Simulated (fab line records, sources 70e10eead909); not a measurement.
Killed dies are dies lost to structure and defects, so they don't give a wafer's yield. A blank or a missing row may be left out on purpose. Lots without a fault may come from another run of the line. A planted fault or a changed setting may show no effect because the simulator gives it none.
Which tool did it? | flow nand_harc | 13 lots, 39 wafers sampled, at 5 steps of a route of 1302

WHAT THE GAUGES READ, wafer by wafer
NHARC_THIN_TSV_CD_MEAS_37.
lot  | measured     | on        | cd_nm (nm)
L353 | day 24 18:29 | cd_sem-02 | 5006.3 5002.7 5003.6
L356 | day 25 18:22 | cd_sem-02 | 4998.6 4998.5 4994.8
L357 | day 28 16:40 | cd_sem-02 | 5000.5 4997.8 4997.1
L360 | day 28 15:17 | cd_sem-03 | 4998.2 5002.7 4997.9
L361 | day 28 05:27 | cd_sem-02 | 4996.5 4996.4 4999.5
L359 | day 29 10:41 | cd_sem-03 | 5000.0 5001.7 5001.7
L358 | day 30 13:47 | cd_sem-03 | 4999.1 4996.1 4998.0
L367 | day 30 20:49 | cd_sem-03 | 5002.9 4998.2 5000.5
L370 | day 31 07:05 | cd_sem-03 | 4998.9 4997.5 4997.2
L371 | day 32 00:02 | cd_sem-03 | 5001.7 4995.5 4996.1
L373 | day 32 11:41 | cd_sem-01 | 5000.5 5003.9 5000.7
L374 | day 33 15:08 | cd_sem-02 | 5000.3 5004.0 5003.1
L375 | day 33 16:16 | cd_sem-03 | 5001.3 5001.1 5004.0

NHARC_END_SORT_01.
lot  | measured     | on        | killed_at_array | killed_at_other | killed_at_periphery | killed_dies | killed_open | killed_short
L358 | day 31 00:22 | prober-02 | 48 35 40        | 1 1 1           | 6 2 1               | 55 38 42    | 2 2 1       | 3 0 0
L367 | day 31 09:53 | prober-01 | 76 136 83       | 1 0 0           | 0 1 0               | 77 137 83   | 4 4 3       | 1 1 2
L374 | day 33 23:48 | prober-01 | 24 27 22        | 0 0 1           | 5 8 9               | 29 35 32    | 4 3 1       | 2 5 3
L375 | day 34 01:23 | prober-02 | 88 95 94        | 1 0 0           | 8 4 1               | 97 99 95    | 1 1 2       | 6 1 1

WHICH TOOL RAN EACH LOT (tool, then ch and the chambers of the sampled wafers, then the start)
lot  | NHARC_A_CHANNEL_FILL_D1_ALD_02   | NHARC_THIN_TSV_ETCHBACK_48         | NHARC_THIN_TSV_DESCUM_35
L353 | ald_hk-02 ch 2,3, day 8 21:47    | rie_diel-08 ch 2,3, day 24 12:40   | rie_diel-03 ch 1,2, day 24 16:32
L356 | ald_hk-04 ch 0,2,3, day 9 20:59  | rie_diel-08 ch 1,2, day 25 13:20   | rie_diel-09 ch 0,3, day 25 17:06
L357 | ald_hk-03 ch 0,1,3, day 12 22:22 | rie_diel-09 ch 0,1,3, day 28 11:44 | rie_diel-09 ch 1,2, day 28 15:23
L360 | ald_hk-04 ch 0,1,3, day 13 02:12 | rie_diel-03 ch 1,2,3, day 28 10:11 | rie_diel-08 ch 0,1,2, day 28 14:02
L361 | ald_hk-02 ch 1,2, day 13 02:50   | rie_diel-03 ch 0,2,3, day 28 00:25 | rie_diel-08 ch 0,3, day 28 04:11
L359 | ald_hk-03 ch 1,2,3, day 13 14:56 | rie_diel-03 ch 1,2, day 29 05:32   | rie_diel-08 ch 1,2, day 29 09:25
L358 | ald_hk-03 ch 2,3, day 13 18:08   | rie_diel-03 ch 1,2, day 30 08:16   | rie_diel-08 ch 1,2, day 30 12:27
L367 | ald_hk-04 ch 0,2,3, day 15 00:52 | rie_diel-09 ch 0,1,2, day 30 15:32 | rie_diel-08 ch 1,2,3, day 30 19:29
L370 | ald_hk-02 ch 0,1, day 15 09:37   | rie_diel-08 ch 0,1,2, day 31 01:55 | rie_diel-09 ch 1,2, day 31 05:44
L371 | ald_hk-03 ch 2,3, day 16 13:56   | rie_diel-09 ch 0,1,2, day 31 18:53 | rie_diel-03 ch 0,1, day 31 22:46
L373 | ald_hk-02 ch 0,1,2, day 17 00:44 | rie_diel-08 ch 0,1,2, day 32 06:36 | rie_diel-03 ch 0,1,3, day 32 10:23
L374 | ald_hk-04 ch 0,2, day 18 02:05   | rie_diel-09 ch 0,2,3, day 33 10:00 | rie_diel-03 ch 0,1, day 33 13:47
L375 | ald_hk-04 ch 0,3, day 18 04:55   | rie_diel-03 ch 0,1,3, day 33 11:15 | rie_diel-09 ch 1,2, day 33 14:59
- NHARC_A_CHANNEL_FILL_D1_ALD_02: deposits SiO2, target thk 6 nm, pulse time 10 s, ald cycles 60.
- NHARC_THIN_TSV_ETCHBACK_48: etches the open film in C4F8/Ar, target depth 1028.5 nm, time 405.17 s.
- NHARC_THIN_TSV_DESCUM_35: chemistry O2, time 3 s.

WHAT THE TOOLS THEMSELVES READ (means of the sampled wafers that have a number; where no wafer has one, the mark that the record gives instead)
NHARC_A_CHANNEL_FILL_D1_ALD_02.
lot  | tool      | heater_power_w (W) | precursor_pulse_height_rel
L353 | ald_hk-02 | 489                | 1.016
L356 | ald_hk-04 | 456                | 1.005
L357 | ald_hk-03 | 524                | 1.005
L360 | ald_hk-04 | 444                | 0.979
L361 | ald_hk-02 | 495                | 0.995
L359 | ald_hk-03 | 522                | 0.994
L358 | ald_hk-03 | 585                | 1.007
L367 | ald_hk-04 | 433                | 0.992
L370 | ald_hk-02 | 433                | 0.982
L371 | ald_hk-03 | 573                | 0.988
L373 | ald_hk-02 | 475                | 0.978
L374 | ald_hk-04 | 464                | 0.999
L375 | ald_hk-04 | 449                | 0.986

NHARC_THIN_TSV_ETCHBACK_48.
lot  | tool        | oes_product_au (a.u.) | rf_vpp_V (V)
L353 | rie_diel-08 | 1.005                 | 549
L356 | rie_diel-08 | 0.930                 | 543
L357 | rie_diel-09 | 0.924                 | 544
L360 | rie_diel-03 | 0.970                 | 548
L361 | rie_diel-03 | 0.998                 | 547
L359 | rie_diel-03 | 0.920                 | 548
L358 | rie_diel-03 | 0.928                 | 550
L367 | rie_diel-09 | 1.001                 | 546
L370 | rie_diel-08 | 0.926                 | 546
L371 | rie_diel-09 | 0.931                 | 545
L373 | rie_diel-08 | 0.960                 | 547
L374 | rie_diel-09 | 0.930                 | 545
L375 | rie_diel-03 | 0.919                 | 545

NHARC_THIN_TSV_DESCUM_35.
lot  | tool        | drypump_motor_current_A (A) | oes_product_au (a.u.) | rf_vpp_V (V) | showerhead_plenum_p_Torr (Torr) | throttle_valve_pct (%)
L353 | rie_diel-03 | 5.7                         | 1.005                 | 57.6         | 1.94                            | 11.317
L356 | rie_diel-09 | 6.4                         | 0.999                 | 58.0         | 1.85                            | 11.310
L357 | rie_diel-09 | 5.9                         | 1.011                 | 58.3         | 1.92                            | 11.313
L360 | rie_diel-08 | 5.2                         | 1.007                 | 57.2         | 1.90                            | 11.315
L361 | rie_diel-08 | 5.3                         | 1.017                 | 58.3         | 2.03                            | 11.315
L359 | rie_diel-08 | 5.5                         | 1.002                 | 58.0         | 1.83                            | 11.306
L358 | rie_diel-08 | 5.1                         | 1.004                 | 58.4         | 1.85                            | 11.315
L367 | rie_diel-08 | 5.4                         | 0.997                 | 58.0         | 1.90                            | 11.313
L370 | rie_diel-09 | 6.0                         | 1.006                 | 57.5         | 1.92                            | 11.305
L371 | rie_diel-03 | 6.4                         | 0.997                 | 57.7         | 1.86                            | 11.310
L373 | rie_diel-03 | 5.9                         | 0.987                 | 57.3         | 1.88                            | 11.309
L374 | rie_diel-03 | 6.4                         | 0.997                 | 58.3         | 1.86                            | 11.305
L375 | rie_diel-09 | 5.6                         | 0.995                 | 57.7         | 1.89                            | 11.307

THE ANSWER, worked out from the rows above alone
Rule: what is usual is taken from the lots themselves. Put in order of their means at a reading, lots are off if they are a third of the lots or fewer, leave a main group of 4 or more, and stand apart from it by a gap of 3 or more times the standard deviation of the main group's means; of several such gaps the widest counts. A main group whose means are all the same, to the digits that the tables above print for the reading, isn't used. A lot without any number at a reading at which 4 lots or more have one is off too. The other lots that the step has rows for count as sound. The gauges are gone through in route order, then the tools' own readings, and for those a lot's mean is taken as printed above. The first step at which some lot is off is used, and at that step the reading that is off furthest; a lot without a number counts as furthest.
No lot is off at any reading shown: from this, nothing can be told.

WHAT THE SIMULATOR HAD PUT IN
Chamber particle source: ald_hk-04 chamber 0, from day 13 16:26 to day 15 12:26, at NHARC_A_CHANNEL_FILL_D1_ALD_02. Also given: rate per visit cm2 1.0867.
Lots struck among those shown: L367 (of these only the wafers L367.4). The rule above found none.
